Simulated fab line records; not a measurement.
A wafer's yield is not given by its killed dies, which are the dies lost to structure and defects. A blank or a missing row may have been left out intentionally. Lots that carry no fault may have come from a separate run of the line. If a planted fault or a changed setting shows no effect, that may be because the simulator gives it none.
Matching of chambers | flow nand harc | 4 sister chambers for NHARC_A_CHANNEL_FILL_D1_ALD_25 on ald hk-03
The step deposits SiOx, target thk 60 nm, pulse time 10 s, ald cycles 600. 4 wafers are shown with their chamber, then 8 later ones without.

WAFERS WITH THEIR CHAMBER
wafer  | chamber | heater power w (W)
L078.2 | 2       | 493
L080.5 | 0       | 507
L082.5 | 1       | 368
L087.1 | 3       | 468

WAFERS MISSING THEIR CHAMBER
wafer  | heater power w (W)
L087.3 | 369
L087.5 | 465
L091.1 | 463
L091.2 | 509
L091.3 | 364
L093.1 | 370
L093.3 | 476
L093.6 | 373

EACH ONE'S CHAMBER
wafer  | from the rows above | in truth
L087.3 | 1                   | 1
L087.5 | 3                   | 3
L091.1 | 3                   | 3
L091.2 | 0                   | 0
L091.3 | 1                   | 1
L093.1 | 1                   | 1
L093.3 | 3                   | 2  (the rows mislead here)
L093.6 | 1                   | 1
Placed correctly: 7 of 8. Number that these rows cannot place: 0. 1 placed wrongly.
How it was worked out, from the rows above alone: a wafer's distance from a chamber is the root of the sum, over the readings, of the square of ((its reading less the chamber's mean) divided by the reading's scatter). If the next closest chamber is less than 2 further off than the closest, the wafer can't be placed; otherwise it belongs to the closest. For every chamber, the mean is computed from those of its wafers that are shown. The scatter (one wafer shown for each chamber): square how far every hidden wafer sits from the nearest shown wafer, average those squares and take the square root.
